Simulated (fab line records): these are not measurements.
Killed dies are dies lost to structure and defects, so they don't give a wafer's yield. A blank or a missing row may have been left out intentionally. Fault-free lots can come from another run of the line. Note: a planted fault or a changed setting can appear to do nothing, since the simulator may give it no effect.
Comparing a struck lot with a sound one | flow nand harc | 16 steps out of a route of 1159
Sound: these wafers, L344.1, L344.3, L344.4. Struck: wafers L351.3, L351.4, L351.6. The cause is named last.
At each step with rows: each side's tool, then ch and its chambers, then its first start. Under that, the readings that differ: sound wafers | struck wafers | difference of the means | sigmas: that difference in standard deviations of wafers without a fault.
alike: a reading whose means differ by less than 2 such deviations, as well as words and numbers matching on both sides. not compared: withheld readings; readings where some wafer has no value; bounds like >300 that might hide an equal value; numbers whose values overlap and for which the record gives no deviation.
The two part at a step that has a row with sigmas, a row that says differs or no value, or rows on one side only. Numbers that don't overlap but have no deviation are shown without sigmas and don't part them. A reading that every wafer of one side lacks parts them only if that side has two wafers or more.

first, 6 steps without rows for these wafers: NHARC_A_CHANNEL_HOLE_D1_COAT_04 (resist thk 90 nm); NHARC_A_CHANNEL_HOLE_D1_SOFTBAKE_05 (time 55 s); NHARC_A_CHANNEL_HOLE_D1_EBR_06; NHARC_A_CHANNEL_HOLE_D1_EXPOSE_07 (exposes mask HOLE D1, target cd 100 nm); NHARC_A_CHANNEL_HOLE_D1_PEB_08 (peb time 65 s); NHARC_A_CHANNEL_HOLE_D1_DEVELOP_09 (develop time 35 s).
NHARC_A_CHANNEL_HOLE_D1_CD_MEAS_10 targets a cd of 100 nm.
  sound on cd sem-03 ch 0, day 9 03:04; struck on cd sem-03 ch 0, day 12 07:38
  alike: cd nm
NHARC_A_CHANNEL_HOLE_D1_OVL_MEAS_11:
  sound: overlay-01 at day 9 03:10; struck: overlay-01 at day 12 07:44
  alike: overlay x nm, overlay y nm
NHARC_A_CHANNEL_HOLE_D1_INSPECT_12:
  sound: defect inspect-02 at day 9 03:11; struck: defect inspect-01 at day 12 07:46
  alike: raw defect count
NHARC_A_CHANNEL_HOLE_D1_DESCUM_15: chemistry O2, time 3 s.
  sound on rie diel-08 ch 2,3, day 9 03:16; struck on rie diel-12 ch 1,2,3, day 12 07:50
  alike: drypump motor current A, oes product au, rf vpp V, showerhead plenum p Torr, throttle valve pct
  not compared: rf hours counter h
NHARC_A_CHANNEL_HOLE_D1_ETCH_38: etches the open film in CF4, target depth 39 nm, time 65 s.
  sound on rie diel-08 ch 0,2,3, day 9 03:22; struck on rie diel-12 ch 1,3, day 12 07:55
  alike: bias w, cf4 flow sccm, drypump motor current A, oes product au, rf vpp V, showerhead plenum p Torr, throttle valve pct
  not compared: rf hours counter h
NHARC_A_CHANNEL_HOLE_D1_ETCH_39: etches the open film in N2/H2, target depth 260 nm, time 325 s.
  sound: rie diel-08 ch 0,1,2; struck: rie diel-12 ch 0,1
  alike: bias w, drypump motor current A, oes product au, rf vpp V, showerhead plenum p Torr, throttle valve pct
  not compared: rf hours counter h
NHARC_A_CHANNEL_HOLE_D1_ETCH_34: etches the open film in CF4/CHF3, target depth 154 nm, time 77 s.
  sound on rie diel-08 ch 0,1,2, day 9 03:42; struck on rie diel-12 ch 0,1,2, day 12 08:16
  reading                            | sound             | struck            | difference | sigmas
  oes product au (a.u.)              | 0.904 0.922 0.931 | 1.166 1.172 1.163 | +0.248     | +11
  model.A_CHANNEL_HOLE_D1.cd nm (nm) | 95.98 100.3 99.21 | 103.2 101.9 101.4 | +3.7       |
  alike: bias w, cf4 flow sccm, drypump motor current A, rf vpp V, showerhead plenum p Torr, throttle valve pct
  not compared: rf hours counter h
NHARC_A_CHANNEL_HOLE_D1_ETCH_16: etches the open film in O2/COS, target depth 3100 nm, time 806 s.
  sound: rie diel-08 ch 0,1,3; struck: rie diel-12 ch 1,3
  reading                            | sound             | struck            | difference | sigmas
  model.A_CHANNEL_HOLE_D1.cd nm (nm) | 95.42 100.7 100.7 | 104.9 101.8 102.6 | +4.2       |
  alike: bias w, drypump motor current A, oes product au, rf vpp V, showerhead plenum p Torr, throttle valve pct
  not compared: rf hours counter h
NHARC_A_CHANNEL_HOLE_D1_CD_MEAS_18:
  sound: cd sem-03 at day 9 04:22; struck: cd sem-03 at day 12 08:57
  reading    | sound            | struck            | difference | sigmas
  cd nm (nm) | 95.5 100.5 100.7 | 104.9 102.0 103.0 | +4.4       | +2
after that, 1 step had no rows for these wafers: NHARC_END_SORT_01.

== WHERE THEY PART ==
Last at NHARC_A_CHANNEL_HOLE_D1_CD_MEAS_18 as far as this record goes, first at NHARC_A_CHANNEL_HOLE_D1_ETCH_34.

WHY: what the simulator had put in
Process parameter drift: rie diel-12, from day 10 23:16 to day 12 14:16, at NHARC_A_CHANNEL_HOLE_D1_ETCH_34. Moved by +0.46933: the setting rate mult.
